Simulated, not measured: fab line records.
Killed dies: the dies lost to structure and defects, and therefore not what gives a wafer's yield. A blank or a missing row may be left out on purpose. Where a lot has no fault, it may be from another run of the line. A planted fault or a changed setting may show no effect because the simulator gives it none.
fab line records	flow n5_finfet
record lots=7	wafers=21
route steps=1938 shown WELL_APT@36 PMOS_HMC_CHANNEL_EPI@63 DUMMY_GATE@221 SD_EPI_N@267 SD_EPI_P@321 SD_ACTIVATION@330
start_h: hours from the record's opening day to when the first of the lot's shown wafers began	wait_h: hours elapsed since this lot's preceding step	" as in the row above	L1.1+2: several wafers, shown together as one row	- value missing, or start not given	* or withheld: withheld	< > ~ a bound
route shown NAME@n: NAME is a module with steps in the file, n the number in the route of the first one	usual: mean and standard deviation over wafers with no fault	same: alike in all rows	chamber/n: place in a boat	sites: the reading at each site	_std_site: the values' standard deviation	_edge_site: inner sites' mean taken away from outer sites' mean	radius_mm: how far each site lies from the wafer's centre	mask NAME#n: copy n	behind: tool/chamber where the wafer was last shaped	hold: cause of the lot's hold/its duration in hours/its outcome	device: the transistor (n, p or np) that didn't switch	end of line: tests run on the same wafers once the route is complete	step lacking rows: just its recipe	killed: the dies lost at the first sort to structure and to defects; this is not the yield of the wafer	map: a wafer's dies, marking killed ones x, the rest . and places with no die _
set.NAME: the setting that was run; set.NAME@STEP: the one run at that earlier step	model.NAME: the simulator's own value behind a step, which no gauge read
lots where settings were altered on purpose, with a table for each step and a row for each wafer
## steps
# step N5_WELL_APT_COAT_19
# recipe spin_rpm=1357	resist_thk_nm=950
lot.wafer	tool	chamber	start_h	wait_h	set.spin_rpm	model.coat_of_WELL_APT_COAT_19.thk_nm
L074.3	litho_track-03	0	-	-	1422	930.1
L074.4	"	0	"	"	1357	950.9
L074.6	"	0	"	"	1422	928.8
L078.3	litho_track-03	0	-	-	1506	902.1
L078.4	"	0	"	"	1506	905.2
L078.5	"	0	"	"	1357	951.6
L080.1	litho_track-04	0	-	-	1357	953.4
L080.5+6	"	0	"	"	1357	952.9
L083.1	litho_track-03	0	-	-	1357	950.8
L083.4	"	0	"	"	1357	953.2
L083.5	"	0	"	"	1357	950.2
L084.3	litho_track-02	0	-	-	1357	951.2
L084.4	"	0	"	"	1408	931.3
L084.5	"	0	"	"	1408	931.2
L093.2	litho_track-04	0	-	-	1357	951.4
L093.4	"	0	"	"	1357	948.3
L093.6	"	0	"	"	1266	983
L094.2	litho_track-03	0	-	-	1357	953.1
L094.5	"	0	"	"	1316	967.4
L094.6	"	0	"	"	1316	965.6
# step N5_PMOS_HMC_CHANNEL_EPI_PEB_07
# recipe peb_temp_c=110	peb_time_s=60	resist=CAR-ArF-block
lot.wafer	tool	chamber	start_h	wait_h	set.peb_time_s
L074.3	litho_track-05	0	17.33	0.0	65.54
L074.4+6	"	0	"	"	60
L078.3+4+5	litho_track-05	0	41.13	0.0	60
L080.1+5+6	litho_track-01	0	53.06	0.1	60
L083.1+4+5	litho_track-01	0	71.45	0.1	60
L084.3+4+5	litho_track-05	0	78.01	0.0	60
L093.2	litho_track-01	0	131.30	0.0	63.71
L093.4+6	"	0	"	"	60
L094.2+6	litho_track-01	0	137.00	0.0	73.37
L094.5	"	0	"	"	60
# step N5_PMOS_HMC_CHANNEL_EPI_DEVELOP_08
# recipe develop_time_s=30	developer=TMAH	resist=CAR-ArF-block	dev_temp_c=23	rinse_liquid=diw	dry=air_spin
# step N5_PMOS_HMC_CHANNEL_EPI_CD_MEAS_09
# recipe target_cd_nm=237.4	landing_energy_ev=500	detector=se_inlens
# usual cd_nm=236.9/0.94
lot.wafer	tool	chamber	start_h	wait_h	set.peb_time_s@PMOS_HMC_CHANNEL_EPI_PEB_07	cd_nm
L074.3	cd_sem-01	0	17.40	-	65.54	240.6
L074.4	"	0	"	"	60	237.7
L074.6	"	0	"	"	60	236.7
L078.3	cd_sem-01	0	41.20	-	60	238.0
L078.4	"	0	"	"	60	238.0
L078.5	"	0	"	"	60	237.1
L080.1	cd_sem-01	0	53.13	-	60	235.5
L080.5	"	0	"	"	60	235.6
L080.6	"	0	"	"	60	235.2
L083.1	cd_sem-02	0	71.52	-	60	236.5
L083.4	"	0	"	"	60	235.6
L083.5	"	0	"	"	60	236.4
L084.3	cd_sem-01	0	78.08	-	60	235.8
L084.4	"	0	"	"	60	236.5
L084.5	"	0	"	"	60	236.9
L093.2	cd_sem-02	0	131.37	-	63.71	240.3
L093.4	"	0	"	"	60	239.7
L093.6	"	0	"	"	60	237.8
L094.2	cd_sem-01	0	137.07	-	73.37	245.6
L094.5	"	0	"	"	60	237.5
L094.6	"	0	"	"	73.37	244.8
# step N5_PMOS_HMC_CHANNEL_EPI_DESCUM_14
# recipe chemistry=O2	time_s=7.9	source_power_w=50	bias_power_w=20	pressure_mtorr=20	rf_frequency_hz=2.712e+07	temp_c=40	resist=CAR-ArF-block	o2_flow_sccm=225
lot.wafer	tool	chamber	start_h	wait_h	set.time_s	set.peb_time_s@PMOS_HMC_CHANNEL_EPI_PEB_07	model.PMOS_HMC_CHANNEL_EPI.cd_nm
L074.3	rie_diel-04	3	17.48	0.0	7.9	65.54	240.6
L074.4	"	2	"	"	7.9	60	237.6
L074.6	"	1	"	"	7.9	60	236.9
L078.3	rie_diel-06	1	41.29	0.0	7.007	60	238.1
L078.4	"	3	"	"	7.9	60	237.7
L078.5	"	0	"	"	7.007	60	237.4
L080.1	rie_diel-04	2	53.22	0.0	7.9	60	235.6
L080.5	"	2	"	"	7.9	60	235.8
L080.6	"	1	"	"	7.9	60	235.4
L083.1	rie_diel-04	2	71.61	0.0	8.843	60	236.5
L083.4	"	0	"	"	7.9	60	235.7
L083.5	"	1	"	"	7.9	60	236.6
L084.3	rie_diel-04	1	78.57	0.4	7.9	60	236
L084.4	"	0	"	"	9.605	60	237
L084.5	"	1	"	"	7.9	60	236.6
L093.2	rie_diel-06	1	131.45	0.0	7.9	63.71	240.3
L093.4	"	2	"	"	9.061	60	239.7
L093.6	"	1	"	"	7.9	60	238.2
L094.2	rie_diel-04	0	137.53	0.4	7.9	73.37	245.4
L094.5	"	0	"	"	7.9	60	237.4
L094.6	"	2	"	"	7.13	73.37	244.8
# step N5_DUMMY_GATE_PECVD_30
# recipe material=SiO2	target_thk_a=550	temp_c=400	precursor=TEOS/O2	pressure_torr=6.5	rf_w=withheld	teos_flow_sccm=withheld	gas=O2	flow_sccm=2650	time_s=10.8
lot.wafer	tool	chamber	start_h	wait_h	set.time_s	model.SiO2_of_DUMMY_GATE_PECVD_30.thk_nm
L074.3+6	pecvd-04	2,0	50.38	0.0	10.8	54.6
L074.4	"	1	"	"	10.8	55.4
L078.3	pecvd-01	0	69.71	0.0	11.97	59.6
L078.4	"	0	"	"	10.8	54.4
L078.5	"	1	"	"	10.8	55
L080.1	pecvd-01	1	81.94	0.0	10.8	54.4
L080.5	"	2	"	"	10.8	55.4
L080.6	"	0	"	"	10.8	55.2
L083.1	pecvd-04	2	101.13	0.0	10.8	54.2
L083.4	"	2	"	"	10.8	55.2
L083.5	"	1	"	"	10.8	55
L084.3	pecvd-02	1	108.56	0.0	10.8	55.2
L084.4	"	2	"	"	9.563	49.6
L084.5	"	0	"	"	9.563	49.2
L093.2	pecvd-04	0	159.36	0.0	10.8	54.4
L093.4	"	2	"	"	10.8	55.6
L093.6	"	1	"	"	12.13	61.8
L094.2	pecvd-04	0	169.93	0.0	10.2	51.2
L094.5+6	"	0,2	"	"	10.8	55.4
# step N5_DUMMY_GATE_COAT_34
# recipe resist=SOC	temp_c=250	time_s=60	spin_rpm=1500	resist_thk_nm=60
# step N5_DUMMY_GATE_COAT_35
# recipe resist=SiARC	temp_c=220	time_s=60	spin_rpm=1500	resist_thk_nm=10
# step N5_DUMMY_GATE_ETCH_31
# recipe chemistry=C4F6/O2	target=SiO2	mask_material=SOC	target_depth_a=825	time_s=27.5	ion_energy_ev=250	pressure_mtorr=30	source_w=345	bias_w=185	Ar_flow_sccm=300	C4F6_flow_sccm=10	O2_flow_sccm=10
# step N5_DUMMY_GATE_STRIP_41
# recipe chemistry=O2	power_w=400	temp_c=40	pressure_mtorr=30	rf_frequency_hz=6e+07	bias_power_w=0	overash_fraction=0.3	o2_flow_sccm=225
# step N5_DUMMY_GATE_HM_OPEN_21
# recipe chemistry=CH3F/O2	target=SiNx	target_depth_a=1200	Ar_flow_sccm=150	CH3F_flow_sccm=30	O2_flow_sccm=23	time_s=171.4	pressure_mtorr=30	source_w=395	bias_w=73	ion_energy_ev=120.7
lot.wafer	tool	chamber	start_h	wait_h	set.time_s@DUMMY_GATE_PECVD_30	model.SiO2_of_DUMMY_GATE_PECVD_30.thk_nm
L074.3+6	rie_diel-05	1,3	51.71	0.0	10.8	44.6
L074.4	"	3	"	"	10.8	45.4
L078.3	rie_diel-06	2	70.68	0.0	11.97	49.4
L078.4	"	1	"	"	10.8	44.6
L078.5	"	3	"	"	10.8	45
L080.1	rie_diel-04	2	83.09	0.0	10.8	44.6
L080.5+6	"	1,2	"	"	10.8	45.4
L083.1	rie_diel-06	3	102.31	0.0	10.8	44
L083.4	"	1	"	"	10.8	45.2
L083.5	"	3	"	"	10.8	45
L084.3	rie_diel-05	3	109.92	0.0	10.8	45.4
L084.4	"	1	"	"	9.563	39.8
L084.5	"	0	"	"	9.563	39.4
L093.2	rie_diel-04	3	160.68	0.0	10.8	44.6
L093.4	"	0	"	"	10.8	45.4
L093.6	"	1	"	"	12.13	51.6
L094.2	rie_diel-06	3	171.26	0.0	10.2	41.2
L094.5	"	2	"	"	10.8	45.4
L094.6	"	1	"	"	10.8	45.6
# step N5_DUMMY_GATE_ETCH_32
# recipe chemistry=CF4	target=SiO2	target_depth_a=35	time_s=3.9	ion_energy_ev=350	pressure_mtorr=10	icp_w=800	bias_w=400	cf4_flow_sccm=80
lot.wafer	tool	chamber	start_h	wait_h	set.time_s@DUMMY_GATE_PECVD_30	model.SiO2_of_DUMMY_GATE_PECVD_30.thk_nm
L074.3+6	rie_si-04	2	51.88	0.1	10.8	41
L074.4	"	1	"	"	10.8	41.8
L078.3	rie_si-02	2	70.84	0.1	11.97	46
L078.4	"	0	"	"	10.8	41
L078.5	"	2	"	"	10.8	41.6
L080.1	rie_si-04	1	83.25	0.1	10.8	41.2
L080.5+6	"	0,3	"	"	10.8	42
L083.1	rie_si-02	2	102.48	0.1	10.8	40.6
L083.4	"	3	"	"	10.8	41.8
L083.5	"	2	"	"	10.8	41.4
L084.3	rie_si-02	2	110.08	0.1	10.8	42
L084.4	"	1	"	"	9.563	36.4
L084.5	"	3	"	"	9.563	36
L093.2	rie_si-01	2	160.84	0.1	10.8	41
L093.4	"	1	"	"	10.8	41.8
L093.6	"	0	"	"	12.13	48.2
L094.2	rie_si-01	3	171.42	0.1	10.2	37.6
L094.5	"	1	"	"	10.8	42
L094.6	"	0	"	"	10.8	42.2
# step N5_SD_EPI_N_EXPOSE_06
# recipe mask_id=SD_N_BLK	na=1.35	source_shape=conventional	sigma_outer=0.8	polarization=unpolarized	target_cd_nm=120	dose_mj=39.75
lot.wafer	tool	chamber	start_h	wait_h	mask	set.dose_mj
L074.3+6	arfi_scanner-02	0	53.99	-	SD_N_BLK#0	41.16
L074.4	"	0	"	"	SD_N_BLK#0	39.75
L078.3+4+5	arfi_scanner-02	0	72.90	-	SD_N_BLK#0	39.75
L080.1+5+6	arfi_scanner-02	0	84.61	-	SD_N_BLK#0	39.75
L083.1+4+5	arfi_scanner-03	0	103.91	-	SD_N_BLK#0	42.56
L084.3	arfi_scanner-03	0	112.42	-	SD_N_BLK#0	38.11
L084.4+5	"	0	"	"	SD_N_BLK#0	39.75
L093.2+6	arfi_scanner-03	0	162.26	-	SD_N_BLK#0	39.75
L093.4	"	0	"	"	SD_N_BLK#0	38.62
L094.2+6	arfi_scanner-01	0	172.84	-	SD_N_BLK#0	39.75
L094.5	"	0	"	"	SD_N_BLK#0	37.9
# step N5_SD_EPI_N_PEB_07
# recipe peb_temp_c=110	peb_time_s=60	resist=CAR-ArF-block
lot.wafer	tool	chamber	start_h	wait_h	set.peb_time_s
L074.3	litho_track-04	0	54.04	0.0	50.01
L074.4+6	"	0	"	"	60
L078.3+4+5	litho_track-04	0	72.94	0.0	60
L080.1+5+6	litho_track-03	0	84.67	0.1	60
L083.1+4	litho_track-03	0	103.97	0.1	60
L083.5	"	0	"	"	64.21
L084.3+4	litho_track-02	0	112.47	0.0	68.4
L084.5	"	0	"	"	60
L093.2+4+6	litho_track-04	0	162.31	0.0	60
L094.2+5	litho_track-02	0	172.89	0.0	60
L094.6	"	0	"	"	49.21
# step N5_SD_EPI_N_DEVELOP_08
# recipe develop_time_s=30	developer=TMAH	resist=CAR-ArF-block	dev_temp_c=23	rinse_liquid=diw	dry=air_spin
# step N5_SD_EPI_N_CD_MEAS_09
# recipe target_cd_nm=120	landing_energy_ev=500	detector=se_inlens
# usual cd_nm=120.1/0.61
lot.wafer	tool	chamber	start_h	wait_h	set.dose_mj@SD_EPI_N_EXPOSE_06	set.peb_time_s@SD_EPI_N_PEB_07	cd_nm
L074.3	cd_sem-01	0	54.11	-	41.16	50.01	115.9
L074.4	"	0	"	"	39.75	60	120.8
L074.6	"	0	"	"	41.16	60	122.7
L078.3	cd_sem-01	0	73.01	-	39.75	60	120.0
L078.4	"	0	"	"	39.75	60	119.4
L078.5	"	0	"	"	39.75	60	120.3
L080.1	cd_sem-02	0	84.73	-	39.75	60	120.1
L080.5	"	0	"	"	39.75	60	121.1
L080.6	"	0	"	"	39.75	60	120.9
L083.1	cd_sem-02	0	104.04	-	42.56	60	124.6
L083.4	"	0	"	"	42.56	60	124.5
L083.5	"	0	"	"	42.56	64.21	126.7
L084.3	cd_sem-01	0	112.54	-	38.11	68.4	121.0
L084.4	"	0	"	"	39.75	68.4	123.6
L084.5	"	0	"	"	39.75	60	119.5
L093.2	cd_sem-02	0	162.38	-	39.75	60	120.3
L093.4	"	0	"	"	38.62	60	118.9
L093.6	"	0	"	"	39.75	60	120.1
L094.2	cd_sem-02	0	172.96	-	39.75	60	119.5
L094.5	"	0	"	"	37.9	60	116.4
L094.6	"	0	"	"	39.75	49.21	112.2
# step N5_SD_EPI_N_DESCUM_14
# recipe chemistry=O2	time_s=7.9	source_power_w=50	bias_power_w=20	pressure_mtorr=20	rf_frequency_hz=2.712e+07	temp_c=40	resist=CAR-ArF-block	o2_flow_sccm=225
lot.wafer	tool	chamber	start_h	wait_h	set.dose_mj@SD_EPI_N_EXPOSE_06	set.peb_time_s@SD_EPI_N_PEB_07	model.SD_EPI_N.cd_nm
L074.3	rie_diel-01	1	54.19	0.0	41.16	50.01	116.2
L074.4	"	0	"	"	39.75	60	120.6
L074.6	"	1	"	"	41.16	60	122.8
L078.3	rie_diel-02	2	73.28	0.2	39.75	60	120
L078.4	"	3	"	"	39.75	60	119.8
L078.5	"	3	"	"	39.75	60	120.4
L080.1	rie_diel-01	3	84.82	0.0	39.75	60	120.2
L080.5+6	"	0,3	"	"	39.75	60	120.8
L083.1+4	rie_diel-03	1,3	104.29	0.2	42.56	60	124.6
L083.5	"	2	"	"	42.56	64.21	127
L084.3	rie_diel-02	1	113.00	0.4	38.11	68.4	121
L084.4	"	0	"	"	39.75	68.4	124
L084.5	"	3	"	"	39.75	60	120.2
L093.2	rie_diel-02	0	162.47	0.0	39.75	60	120.4
L093.4	"	2	"	"	38.62	60	118.6
L093.6	"	2	"	"	39.75	60	120
L094.2	rie_diel-03	1	173.05	0.0	39.75	60	119.6
L094.5	"	1	"	"	37.9	60	116.4
L094.6	"	3	"	"	39.75	49.21	112.2
# step N5_SD_EPI_N_ETCH_34
# recipe chemistry=CF4	target=SiARC	target_depth_a=455	mask_material=CAR-ArF-block	time_s=75.8	ion_energy_ev=80	pressure_mtorr=40	source_w=545	bias_w=36	Ar_flow_sccm=100	cf4_flow_sccm=100	ends=cleared
lot.wafer	tool	chamber	start_h	wait_h	set.dose_mj@SD_EPI_N_EXPOSE_06	set.peb_time_s@SD_EPI_N_PEB_07	model.SD_EPI_N.cd_nm
L074.3	rie_diel-01	1	54.23	0.0	41.16	50.01	116
L074.4	"	0	"	"	39.75	60	120.6
L074.6	"	1	"	"	41.16	60	122.8
L078.3+5	rie_diel-02	2,3	73.32	0.0	39.75	60	120.2
L078.4	"	3	"	"	39.75	60	119.6
L080.1	rie_diel-01	3	84.86	0.0	39.75	60	120.2
L080.5	"	0	"	"	39.75	60	120.8
L080.6	"	3	"	"	39.75	60	120.4
L083.1+4	rie_diel-03	1,3	104.32	0.0	42.56	60	124.8
L083.5	"	2	"	"	42.56	64.21	127
L084.3	rie_diel-02	1	113.04	0.0	38.11	68.4	121
L084.4	"	0	"	"	39.75	68.4	124
L084.5	"	3	"	"	39.75	60	120
L093.2	rie_diel-02	0	162.50	0.0	39.75	60	120.6
L093.4	"	2	"	"	38.62	60	118.8
L093.6	"	2	"	"	39.75	60	120.2
L094.2	rie_diel-03	1	173.08	0.0	39.75	60	119.8
L094.5	"	1	"	"	37.9	60	116.4
L094.6	"	3	"	"	39.75	49.21	112.2
# step N5_SD_EPI_P_EPI_21
# recipe material=SiGe:B	dopant=B	temp_c=550	pressure_torr=20	ambient=H2	time_s=355
lot.wafer	tool	chamber	start_h	wait_h	set.time_s	model.SiGe-B_of_SD_EPI_P_EPI_21.thk_nm
L074.3	epi_rpcvd-01	0	61.07	1.1	355	63
L074.4	"	0	"	"	355	62
L074.6	"	0	"	"	355	62.2
L078.3	epi_rpcvd-01	0	80.26	0.8	331.1	57.4
L078.4	"	0	"	"	331.1	58.4
L078.5	"	0	"	"	355	60.4
L080.1+6	epi_rpcvd-01	0	91.39	0.1	355	61.6
L080.5	"	0	92.83	1.5	355	61
L083.1	epi_rpcvd-01	0	110.12	0.1	355	60.8
L083.4	"	0	111.20	1.1	385.3	65
L083.5	"	0	"	"	385.3	64.6
L084.3	epi_rpcvd-03	0	121.14	1.1	355	62.2
L084.4+5	"	0	"	"	355	61
L093.2+6	epi_rpcvd-03	0	169.75	0.6	355	62.2
L093.4	"	0	"	"	355	62.8
L094.2	epi_rpcvd-01	0	180.31	0.6	355	61.6
L094.5	"	0	181.75	2.0	405.9	67.4
L094.6	"	0	"	"	405.9	68
# step N5_SD_EPI_P_EPI_MEAS_23
# recipe mode=xrd
# usual thk_nm=61.4/1.2
lot.wafer	tool	chamber	start_h	wait_h	set.time_s@SD_EPI_P_EPI_21	thk_nm
L074.3	film_metro-01	-	63.03	1.5	355	63.3
L074.4	"	-	"	"	355	62.7
L074.6	"	-	"	"	355	62.6
L078.3	film_metro-01	-	81.74	1.1	331.1	55.4
L078.4	"	-	"	"	331.1	56.5
L078.5	"	-	"	"	355	59.8
L080.1	film_metro-01	-	93.58	1.8	355	61.5
L080.5	"	-	"	"	355	59.9
L080.6	"	-	"	"	355	63.1
L083.1	film_metro-01	-	112.32	1.8	355	62.7
L083.4	"	-	"	"	385.3	63.6
L083.5	"	-	"	"	385.3	64.9
L084.3	film_metro-01	-	123.10	1.5	355	61.0
L084.4	"	-	"	"	355	62.1
L084.5	"	-	"	"	355	62.3
L093.2	film_metro-02	-	172.19	2.0	355	61.7
L093.4	"	-	"	"	355	62.3
L093.6	"	-	"	"	355	62.3
L094.2	film_metro-01	-	182.75	2.0	355	61.3
L094.5	"	-	"	"	405.9	66.9
L094.6	"	-	"	"	405.9	68.5
# step N5_SD_EPI_P_HM_STRIP_48
# recipe chemistry=H3PO4	temp_c=160	material=SiNx	target=SiNx	target_depth_a=30	overetch_fraction=0.3
lot.wafer	tool	chamber	start_h	wait_h	set.time_s@SD_EPI_P_EPI_21	model.SiGe-B_of_SD_EPI_P_EPI_21.thk_nm
L074.3	wet_bench-05	2	63.06	0.0	355	62.8
L074.4+6	"	0,1	"	"	355	61.8
L078.3	wet_bench-02	6	81.77	0.0	331.1	57.2
L078.4	"	4	"	"	331.1	58.2
L078.5	"	5	"	"	355	60.2
L080.1	wet_bench-05	2	93.62	0.0	355	61.4
L080.5	"	1	"	"	355	60.6
L080.6	"	0	"	"	355	61.2
L083.1	wet_bench-02	1	112.35	0.0	355	60.6
L083.4	"	4	"	"	385.3	64.6
L083.5	"	6	"	"	385.3	64.2
L084.3	wet_bench-05	7	123.13	0.0	355	61.8
L084.4	"	4	"	"	355	60.6
L084.5	"	3	"	"	355	60.8
L093.2	wet_bench-05	1	172.22	0.0	355	61.8
L093.4	"	6	"	"	355	62.6
L093.6	"	5	"	"	355	62
L094.2	wet_bench-06	6	182.78	0.0	355	61.4
L094.5	"	5	"	"	405.9	67
L094.6	"	3	"	"	405.9	67.6
# step N5_SD_EPI_P_SRD_49
# recipe dry=ipa_marangoni	time_s=30	temp_c=23	rinse_liquid=diw
# step N5_SD_EPI_P_PRECLEAN_24
# recipe chemistry=O3/DIW	time_s=45	temp_c=22	o3_ppm=10
lot.wafer	tool	chamber	start_h	wait_h	set.time_s@SD_EPI_P_EPI_21	model.SiGe-B_of_SD_EPI_P_EPI_21.thk_nm
L074.3	wet_bench-05	2	63.14	0.0	355	62.6
L074.4+6	"	0,1	"	"	355	61.6
L078.3	wet_bench-02	6	81.84	0.0	331.1	57
L078.4	"	4	"	"	331.1	58
L078.5	"	5	"	"	355	60
L080.1+6	wet_bench-05	2,0	93.69	0.0	355	61.2
L080.5	"	1	"	"	355	60.6
L083.1	wet_bench-02	1	112.42	0.0	355	60.4
L083.4	"	4	"	"	385.3	64.6
L083.5	"	6	"	"	385.3	64
L084.3	wet_bench-05	7	123.21	0.0	355	61.6
L084.4+5	"	4,3	"	"	355	60.6
L093.2+6	wet_bench-05	1,5	172.29	0.0	355	61.8
L093.4	"	6	"	"	355	62.4
L094.2	wet_bench-06	6	182.85	0.0	355	61.2
L094.5	"	5	"	"	405.9	66.8
L094.6	"	3	"	"	405.9	67.4
# step N5_SD_EPI_P_PRECLEAN_32
# recipe chemistry=dHF	time_s=10	dilution=500:1	temp_c=25
# step N5_SD_EPI_P_PRECLEAN_33
# recipe chemistry=SC2	time_s=45	temp_c=35	mix=1:1:50
# step N5_SD_ACTIVATION_RTA_00
# recipe temp_c=975	time_s=0	ambient=N2	idle_temp_c=600	ramp_up_c_per_s=150	ramp_down_c_per_s=60	cool_to_c=600
# step N5_SD_ACTIVATION_LSA_01
# recipe temp_c=1080	time_s=0.0008	ambient=N2
# step N5_SD_ACTIVATION_RS_MEAS_03
# recipe thk_meas_gauge=four-point-probe
# usual RS_SD_N=21.79/0.27	RS_SD_P=55.5/0.83
lot.wafer	tool	chamber	start_h	wait_h	set.time_s@SD_EPI_P_EPI_21	RS_SD_N[ohm/sq]	RS_SD_P[ohm/sq]
L074.3	film_metro-01	-	63.68	0.2	355	22.14	54.9
L074.4	"	-	"	"	355	22.21	55.0
L074.6	"	-	"	"	355	21.99	54.9
L078.3	film_metro-01	-	82.38	0.2	331.1	22.46	58.5
L078.4	"	-	"	"	331.1	22.10	58.2
L078.5	"	-	"	"	355	22.15	56.1
L080.1	film_metro-02	-	94.26	0.2	355	22.15	56.1
L080.5	"	-	"	"	355	22.05	56.4
L080.6	"	-	"	"	355	22.18	56.2
L083.1	film_metro-01	-	112.92	0.2	355	21.80	56.1
L083.4	"	-	"	"	385.3	21.90	52.4
L083.5	"	-	"	"	385.3	21.64	53.0
L084.3	film_metro-01	-	124.04	0.2	355	21.67	54.9
L084.4	"	-	"	"	355	21.87	55.9
L084.5	"	-	"	"	355	22.02	55.7
L093.2	film_metro-02	-	172.81	0.2	355	21.64	55.1
L093.4	"	-	"	"	355	21.51	54.1
L093.6	"	-	"	"	355	21.97	54.6
L094.2	film_metro-01	-	183.79	0.2	355	21.45	55.3
L094.5	"	-	"	"	405.9	21.66	50.6
L094.6	"	-	"	"	405.9	21.59	50.1
## key
split step=N5_WELL_APT_COAT_19	setting=spin_rpm	stated=1357	by=wafer
response step=N5_WELL_APT_COAT_19	reading=model.coat_of_WELL_APT_COAT_19.thk_nm	change=-4.57	per=1%	r=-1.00
split step=N5_PMOS_HMC_CHANNEL_EPI_PEB_07	setting=peb_time_s	stated=60	by=wafer
response step=N5_PMOS_HMC_CHANNEL_EPI_CD_MEAS_09	reading=cd_nm	change=+0.343	per=1%	r=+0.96
response step=N5_PMOS_HMC_CHANNEL_EPI_DESCUM_14	reading=model.PMOS_HMC_CHANNEL_EPI.cd_nm	change=+0.341	per=1%	r=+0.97
split step=N5_PMOS_HMC_CHANNEL_EPI_DESCUM_14	setting=time_s	stated=7.9	by=wafer
response none clear
split step=N5_DUMMY_GATE_PECVD_30	setting=time_s	stated=10.8	by=wafer
response step=N5_DUMMY_GATE_PECVD_30	reading=model.SiO2_of_DUMMY_GATE_PECVD_30.thk_nm	change=+0.526	per=1%	r=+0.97
response step=N5_DUMMY_GATE_HM_OPEN_21	reading=model.SiO2_of_DUMMY_GATE_PECVD_30.thk_nm	change=+0.514	per=1%	r=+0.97
response step=N5_DUMMY_GATE_ETCH_32	reading=model.SiO2_of_DUMMY_GATE_PECVD_30.thk_nm	change=+0.524	per=1%	r=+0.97
split step=N5_SD_EPI_N_EXPOSE_06	setting=dose_mj	stated=39.75	by=wafer
response step=N5_SD_EPI_N_CD_MEAS_09	reading=cd_nm	slope=+0.598	per=1%	together_with=peb_time_s@SD_EPI_N_PEB_07	explained=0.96
response step=N5_SD_EPI_N_DESCUM_14	reading=model.SD_EPI_N.cd_nm	slope=+0.672	per=1%	together_with=peb_time_s@SD_EPI_N_PEB_07	explained=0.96
response step=N5_SD_EPI_N_ETCH_34	reading=model.SD_EPI_N.cd_nm	slope=+0.682	per=1%	together_with=peb_time_s@SD_EPI_N_PEB_07	explained=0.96
split step=N5_SD_EPI_N_PEB_07	setting=peb_time_s	stated=60	by=wafer
response step=N5_SD_EPI_N_CD_MEAS_09	reading=cd_nm	change=+0.301	per=1%	r=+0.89
response step=N5_SD_EPI_N_DESCUM_14	reading=model.SD_EPI_N.cd_nm	change=+0.29	per=1%	r=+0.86
response step=N5_SD_EPI_N_ETCH_34	reading=model.SD_EPI_N.cd_nm	change=+0.297	per=1%	r=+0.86
split step=N5_SD_EPI_P_EPI_21	setting=time_s	stated=355	by=wafer
response step=N5_SD_EPI_P_EPI_21	reading=model.SiGe-B_of_SD_EPI_P_EPI_21.thk_nm	change=+0.428	per=1%	r=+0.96
response step=N5_SD_EPI_P_EPI_MEAS_23	reading=thk_nm	change=*	per=1%	r=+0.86
response step=N5_SD_EPI_P_HM_STRIP_48	reading=model.SiGe-B_of_SD_EPI_P_EPI_21.thk_nm	change=+0.413	per=1%	r=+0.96
response step=N5_SD_EPI_P_PRECLEAN_24	reading=model.SiGe-B_of_SD_EPI_P_EPI_21.thk_nm	change=+0.416	per=1%	r=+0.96
response step=N5_SD_ACTIVATION_RS_MEAS_03	reading=RS_SD_P	change=-0.359	per=1%	r=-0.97
